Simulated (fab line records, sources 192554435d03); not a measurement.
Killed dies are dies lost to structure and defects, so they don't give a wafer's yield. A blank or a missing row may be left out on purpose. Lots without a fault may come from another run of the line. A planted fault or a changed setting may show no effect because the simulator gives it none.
Chamber matching | flow n5_finfet | N5_BEOL_M0_SAQP_PECVD_96 on pecvd-04: 3 sister chambers
The step deposits a-Si from SiH4/He, target thk 45 nm, time 45.2 s. 6 wafers are shown with their chamber, then 10 later ones without.

WAFERS WITH THEIR CHAMBER
wafer  | chamber | throttle_valve_pct (%) | showerhead_plenum_p_Torr (Torr)
L078.6 | 2       | 17.4                   | 5.69
L083.3 | 0       | 16.7                   | 5.64
L083.4 | 1       | 19.0                   | 5.71
L083.5 | 2       | 17.5                   | 5.69
L084.1 | 0       | 16.9                   | 5.66
L084.2 | 1       | 18.8                   | 5.70

WAFERS WITHOUT THEIR CHAMBER
wafer  | throttle_valve_pct (%) | showerhead_plenum_p_Torr (Torr)
L084.4 | 16.8                   | 5.66
L088.2 | 19.0                   | 5.72
L088.5 | 17.0                   | 5.66
L088.6 | 19.2                   | 5.71
L095.1 | 16.7                   | 5.68
L095.2 | 19.5                   | 5.71
L095.4 | 16.8                   | 5.65
L097.1 | 19.2                   | 5.73
L097.3 | 16.6                   | 5.66
L097.5 | 19.3                   | 5.72

WHICH CHAMBER EACH WENT THROUGH
wafer  | from the rows above | in truth
L084.4 | 0                   | 0
L088.2 | 1                   | 1
L088.5 | 0                   | 0
L088.6 | 1                   | 1
L095.1 | 0                   | 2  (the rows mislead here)
L095.2 | 1                   | 1
L095.4 | 0                   | 0
L097.1 | 1                   | 1
L097.3 | 0                   | 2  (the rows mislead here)
L097.5 | 1                   | 1
Placed correctly: 8 of 10. Can't be placed from these rows: 0. Placed wrongly: 2.
How it was worked out, from the rows above alone: a wafer's distance from a chamber is the root of the sum, over the readings, of the square of ((its reading less the chamber's mean) divided by the reading's scatter). The wafer belongs to the nearest chamber; if the next one is less than 2 further off, it can't be placed. A chamber's mean is the mean of its shown wafers. The scatter: the root of (the sum of the squares of (reading less its chamber's mean) over the shown wafers, divided by (wafers less chambers)).
